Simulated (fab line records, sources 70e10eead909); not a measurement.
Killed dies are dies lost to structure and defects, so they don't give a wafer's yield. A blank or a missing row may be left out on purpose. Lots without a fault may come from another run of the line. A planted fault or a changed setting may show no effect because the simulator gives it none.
fab line records | flow nand_harc | part 2 of 2: steps 5 to 6 of 6
record lots=19 wafers=57 last_day=24
route steps=1159 shown A_STAIRCASE@580
lots that met no fault: from a run of the same line without faults
start_h: hours from the record's first day to the start of the lot's first wafer shown | wait_h: hours since the lot's step before | " the same as in the row above | L1.1+2: a row that stands for several wafers | - no value, or no start given | * or withheld: withheld | < > ~ a bound
route shown NAME@n: a module of which the file shows steps, and the number in the route of the first | usual: mean/standard deviation of fault-free wafers | same: alike in all rows | chamber/n: place in a boat | sites: the reading at each site | _std_site: their standard deviation | _edge_site: outer sites' mean less inner sites' | radius_mm: how far each site lies from the wafer's centre | mask NAME#n: copy n | behind: the tool/chamber that last shaped the wafer | hold: why the lot was held/for how many hours/how that ended | device: the transistor (n, p or np) that didn't switch | end of line: the same wafers' tests at the end of the route | a step without rows: its recipe alone | killed: dies lost to structure and defects at the first sort, not the wafer's yield | map: a wafer's dies, x killed, . not, _ none there
set.NAME: the setting as run; set.NAME@STEP: as run at that earlier step | model.NAME: the simulator's own value behind a step, which no gauge read
steps of the route over a sample of lots; a table a step, a row a wafer
services: from which hour (start_h, from the record's first day; less than 0 if before it) a tool's chamber was out of use, for how many hours, and why
## steps
# step NHARC_A_STAIRCASE_ETCH_453
# recipe target_depth_a=300 overetch_a=30 time_s=16.5 ion_energy_ev=100 cf4_flow_sccm=80 o2_flow_sccm=20 ar_flow_sccm=0 rf_w=300 bias_w=100 chemistry=CF4/O2
# usual bias_w=99.98/0.3 cf4_flow_sccm=79.99/0.22 drypump_motor_current_A=5.5/0.46 mfc_ar_sccm=0.005/0.0085 oes_product_au=0.994/0.0086 rf_vpp_V=197.9/1.3 showerhead_plenum_p_Torr=1.33/0.05 throttle_valve_pct=13.398/0.0094
# columns lot.wafer tool chamber start_h wait_h bias_w cf4_flow_sccm drypump_motor_current_A mfc_ar_sccm oes_product_au rf_hours_counter_h rf_vpp_V showerhead_plenum_p_Torr throttle_valve_pct
L075.3 rie_diel-04 1 - - 99.52 79.95 5.6 0 0.996 49 199.8 1.43 13.389
L075.4 " 2 " " 100.40 79.67 5.1 0.006 1.009 53 197.9 1.35 13.400
L075.5 " 1 " " 100.02 80.10 5.6 0 0.994 - 199.6 1.43 13.403
L076.1 rie_diel-05 2 - - 99.78 79.76 5.6 0 0.982 34 196.7 1.33 13.416
L076.2 " 3 " " 100.03 79.89 5.0 0 0.982 35 199.6 1.37 13.398
L076.5 " 1 " " 99.88 80.25 6.5 0.006 0.986 - 197.9 1.28 13.396
L077.4 rie_diel-05 0 - - 99.64 79.96 5.3 0 0.997 37 196.3 1.29 13.399
L077.3 " 1 " " 100.33 80.17 6.4 0.006 0.988 36 196.8 1.28 13.409
L077.1 " 3 " " 100.06 79.60 5.0 0 0.994 35 198.0 1.37 13.393
L080.4 rie_diel-04 0 - - 99.92 79.78 5.4 0 0.986 2 196.5 1.29 13.407
L080.3 " 1 " " 99.93 79.96 5.5 0 0.980 2 198.7 1.43 13.404
L080.5 " 3 " " 100.22 79.98 5.7 0.021 0.994 - 197.4 1.37 13.387
L079.2 rie_diel-05 0 - - 100.07 79.40 5.3 0 0.990 47 197.0 1.29 13.369
L079.5 " 0 " " 99.81 79.87 5.3 0 0.989 - 198.1 1.29 13.391
L079.6 " 1 " " 99.81 79.83 6.5 0.006 1.004 - 196.6 1.28 13.405
L078.2 rie_diel-04 0 - - 100.09 80.65 5.4 0 0.992 3 197.6 1.29 13.395
L078.1 " 1 " " 100.89 79.89 5.5 0 0.994 3 197.7 1.43 13.393
L078.3 " 2 " " 100.67 79.82 5.1 0.006 0.999 4 198.7 1.34 13.381
L082.4 rie_diel-05 0 - - 100.26 80.29 5.3 0 0.990 53 198.0 1.28 13.391
L082.2 " 2 " " 99.86 80.26 5.6 0 0.993 48 196.5 1.33 13.395
L082.3 " 3 " " 100.14 79.87 5.0 0 0.994 51 199.7 1.37 13.368
L083.1 rie_diel-02 1 - - 100.31 79.88 5.8 0.032 0.987 58 195.7 1.32 13.404
L083.2 " 3 " " 99.60 80.05 4.9 0 0.994 63 197.1 1.32 13.400
L083.6 " 2 " " 99.68 79.69 6.2 0.012 0.986 - 198.9 1.40 13.398
L084.4 rie_diel-05 0 - - 99.65 80.06 5.2 0 0.991 57 196.4 1.28 13.398
L084.2 " 2 " " 100.34 80.13 5.7 0 0.994 51 198.7 1.33 13.409
L084.5 " 1 " " 99.49 79.99 6.5 0.006 0.993 - 197.1 1.27 13.400
L086.2 rie_diel-05 3 - - 99.98 79.60 5.0 0 0.982 59 198.2 1.37 13.394
L086.6 " 3 " " 100.34 80.06 5.0 0 0.984 - 199.1 1.37 13.391
L086.5 " 0 " " 99.82 80.18 5.3 0 0.991 - 196.6 1.28 13.402
L085.4 rie_diel-04 1 - - 100.26 80.42 5.5 0 0.982 11 198.5 1.43 13.395
L085.1 " 2 " " 100.21 80.14 5.1 0.006 0.998 12 198.0 1.34 13.407
L085.6 " 1 " " 100.41 79.79 5.5 0 1.001 - 198.5 1.43 13.384
L089.4 rie_diel-02 0 - - 99.94 79.76 5.6 0.016 1.007 9 200.3 1.41 13.391
L089.3 " 3 " " 99.76 80.04 4.9 0 1.008 9 197.0 1.32 13.397
L089.6 " 1 " " 99.91 79.82 5.8 0.032 0.990 - 197.4 1.32 13.402
L088.1 rie_diel-04 0 - - 100.03 80.04 5.4 0 0.990 17 197.0 1.29 13.411
L088.4 " 2 " " 100.25 79.94 5.1 0.006 1.007 19 198.7 1.34 13.402
L088.6 " 1 " " 99.59 79.94 5.5 0 1.004 - 199.2 1.43 13.389
L093.2 rie_diel-05 2 - - 99.99 80.11 5.7 0 0.982 6 197.2 1.33 13.397
L093.1 " 1 " " 100.21 79.96 6.5 0.006 0.987 7 196.3 1.27 13.400
L093.6 " 2 " " 99.92 80.32 5.7 0 1.005 - 197.6 1.33 13.397
L090.4 rie_diel-05 3 - - 100.20 79.94 5.0 0 0.994 8 199.4 1.36 13.407
L090.2 " 0 " " 100.26 79.68 5.3 0 0.997 9 197.3 1.28 13.407
L090.5 " 0 " " 99.92 79.67 5.3 0 1.000 - 195.6 1.28 13.392
L092.1 rie_diel-05 0 - - 99.85 80.39 5.3 0 0.990 11 195.4 1.28 13.400
L092.3 " 1 " " 100.06 80.06 6.5 0.006 0.996 11 196.3 1.27 13.381
L092.6 " 0 " " 100.02 80.28 5.3 0 0.985 - 196.0 1.28 13.386
L095.2 rie_diel-04 2 - - 99.71 80.28 5.1 0.006 0.994 32 198.9 1.34 13.403
L095.3 " 3 " " 99.73 79.77 5.7 0.021 1.000 30 200.0 1.37 13.408
L095.6 " 1 " " 100.05 80.26 5.5 0 0.989 - 200.4 1.43 13.403
L096.4 rie_diel-02 1 - - 100.13 79.64 5.8 0.032 1.001 24 196.3 1.31 13.413
L096.2 " 2 " " 100.14 79.88 6.3 0.012 1.002 24 198.9 1.39 13.397
L096.3 " 3 " " 99.39 79.75 4.9 0 1.010 21 197.6 1.31 13.407
L097.2 rie_diel-05 0 - - 100.78 80.26 5.3 0 0.968 20 196.1 1.28 13.394
L097.4 " 1 " " 100.12 80.09 6.5 0.006 0.979 19 195.6 1.27 13.389
L097.1 " 3 " " 99.90 80.27 5.0 0 0.978 20 198.6 1.36 13.395
# step NHARC_A_STAIRCASE_STRIP_316
# recipe o2_flow_sccm=500 ar_flow_sccm=0 bias_w=0 chemistry=O2
# usual drypump_motor_current_A=5.5/0.44 mfc_ar_sccm=0.005/0.0084 oes_product_au=0.996/0.0064 rf_vpp_V=57.8/0.86 showerhead_plenum_p_Torr=3.53/0.12 throttle_valve_pct=17.036/0.0089
# same bias_w=0
# columns lot.wafer tool chamber start_h wait_h drypump_motor_current_A mfc_ar_sccm oes_product_au rf_hours_counter_h rf_vpp_V showerhead_plenum_p_Torr throttle_valve_pct
L075.3 rie_diel-04 2 - - 5.1 0.006 1.005 53 56.8 3.55 17.032
L075.4 " 1 " " 5.5 0 1.005 50 57.3 3.78 17.037
L075.5 " 3 " " 5.8 0.021 1.000 - 59.0 3.64 17.037
L076.2 rie_diel-05 1 - - 6.5 0.006 0.994 36 57.4 3.38 17.033
L076.1 " 2 " " 5.7 0 0.990 34 57.8 3.52 17.024
L076.5 " 0 " " 5.3 0 0.989 - 59.1 3.41 17.021
L077.1 rie_diel-05 3 - - 5.0 0 0.997 36 57.1 3.62 17.045
L077.4 " 0 " " 5.3 0 1.007 38 58.0 3.41 17.027
L077.3 " 2 " " 5.7 0 1.005 35 57.1 3.52 17.043
L080.4 rie_diel-04 1 - - 5.6 0 0.988 2 57.6 3.77 17.035
L080.3 " 3 " " 5.8 0.021 1.000 3 57.1 3.63 17.038
L080.5 " 1 " " 5.5 0 0.990 - 58.0 3.77 17.052
L079.2 rie_diel-05 0 - - 5.3 0 0.995 48 57.4 3.40 17.044
L079.5 " 1 " " 6.5 0.006 0.987 - 58.4 3.38 17.038
L079.6 " 2 " " 5.7 0 0.991 - 57.8 3.51 17.038
L078.2 rie_diel-04 3 - - 5.8 0.021 1.001 5 58.4 3.63 17.044
L078.1 " 0 " " 5.4 0 0.993 4 57.7 3.43 17.032
L078.3 " 1 " " 5.6 0 1.000 4 58.6 3.77 17.058
L082.3 rie_diel-05 3 - - 5.0 0 0.994 51 57.9 3.61 17.041
L082.2 " 0 " " 5.3 0 0.997 54 57.3 3.40 17.025
L082.4 " 1 " " 6.5 0.006 0.995 51 58.7 3.38 17.038
L083.2 rie_diel-02 1 - - 5.8 0.032 1.003 58 57.7 3.49 17.034
L083.1 " 2 " " 6.2 0.012 0.999 64 57.8 3.68 17.038
L083.6 " 0 " " 5.7 0.016 1.009 - 58.7 3.71 17.036
L084.4 rie_diel-05 0 - - 5.3 0 0.990 58 58.1 3.40 17.026
L084.2 " 2 " " 5.6 0 0.985 52 58.7 3.51 17.026
L084.5 " 0 " " 5.3 0 0.981 - 58.1 3.40 17.021
L086.2 rie_diel-05 3 - - 5.0 0 0.987 60 58.7 3.61 17.038
L086.6 " 0 " " 5.3 0 0.994 - 56.6 3.40 17.022
L086.5 " 1 " " 6.5 0.006 0.993 - 56.3 3.37 17.037
L085.1 rie_diel-04 0 - - 5.4 0 0.997 12 57.7 3.42 17.039
L085.4 " 1 " " 5.6 0 0.995 12 58.0 3.77 17.030
L085.6 " 0 " " 5.4 0 0.985 - 56.2 3.42 17.031
L089.3 rie_diel-02 1 - - 5.8 0.032 0.998 9 57.8 3.48 17.036
L089.4 " 2 " " 6.2 0.012 0.996 9 58.3 3.67 17.030
L089.6 " 1 " " 5.8 0.032 1.004 - 57.5 3.48 17.036
L088.4 rie_diel-04 3 - - 5.7 0.021 0.998 19 59.3 3.62 17.050
L088.1 " 2 " " 5.1 0.006 0.997 20 58.7 3.54 17.036
L088.6 " 0 " " 5.4 0 0.999 - 56.8 3.42 17.048
L093.2 rie_diel-05 3 - - 5.0 0 0.993 7 57.3 3.60 17.040
L093.1 " 1 " " 6.5 0.006 0.998 7 57.8 3.37 17.034
L093.6 " 3 " " 5.0 0 1.002 - 57.0 3.60 17.015
L090.2 rie_diel-05 2 - - 5.7 0 0.982 8 58.1 3.50 17.029
L090.4 " 1 " " 6.5 0.006 0.994 9 58.4 3.37 17.050
L090.5 " 2 " " 5.7 0 0.989 - 58.4 3.50 17.025
L092.1 rie_diel-05 1 - - 6.5 0.006 0.995 11 57.0 3.37 17.031
L092.3 " 2 " " 5.7 0 0.987 9 57.9 3.50 17.044
L092.6 " 2 " " 5.7 0 0.996 - 58.1 3.50 17.038
L095.2 rie_diel-04 2 - - 5.1 0.006 0.998 32 56.3 3.53 17.038
L095.3 " 0 " " 5.4 0 0.992 30 57.5 3.41 17.050
L095.6 " 1 " " 5.5 0 0.994 - 58.1 3.76 17.029
L096.3 rie_diel-02 3 - - 4.9 0 0.999 21 57.9 3.48 17.025
L096.4 " 0 " " 5.6 0.016 0.985 26 58.0 3.70 17.027
L096.2 " 1 " " 5.8 0.032 0.999 25 59.3 3.47 17.018
L097.2 rie_diel-05 3 - - 5.0 0 0.992 20 58.7 3.60 17.043
L097.1 " 0 " " 5.3 0 0.997 20 57.4 3.38 17.037
L097.4 " 1 " " 6.5 0.006 0.992 19 57.0 3.36 17.041
## services
# columns tool chamber start_h hours kind
rie_diel-02 1 218.06 10.4 repair
rie_diel-05 0 221.81 - clean
rie_diel-05 1 221.81 - clean
rie_diel-05 2 221.81 - clean
rie_diel-05 3 221.81 - clean
rie_diel-05 0 246.36 - clean
rie_diel-05 1 246.36 - clean
rie_diel-05 2 246.36 - clean
rie_diel-05 3 246.36 - clean
rie_diel-02 - 268.13 0.7 repair
rie_diel-05 0 270.88 - clean
rie_diel-05 1 270.88 - clean
rie_diel-05 2 270.88 - clean
plasma_asher-02 - 273.06 40.6 repair
plasma_asher-01 - 276.38 9.0 pm
rie_diel-02 - 281.04 0.8 repair
rie_diel-04 - 289.09 9.0 pm
rie_diel-04 - 314.14 16.1 repair
rie_diel-02 - 328.27 9.0 pm
rie_diel-05 - 340.68 9.0 pm
rie_diel-04 1 359.93 2.0 repair
plasma_asher-02 - 360.11 9.0 pm
rie_diel-02 3 366.58 10.0 repair
plasma_asher-01 - 374.16 0.9 repair
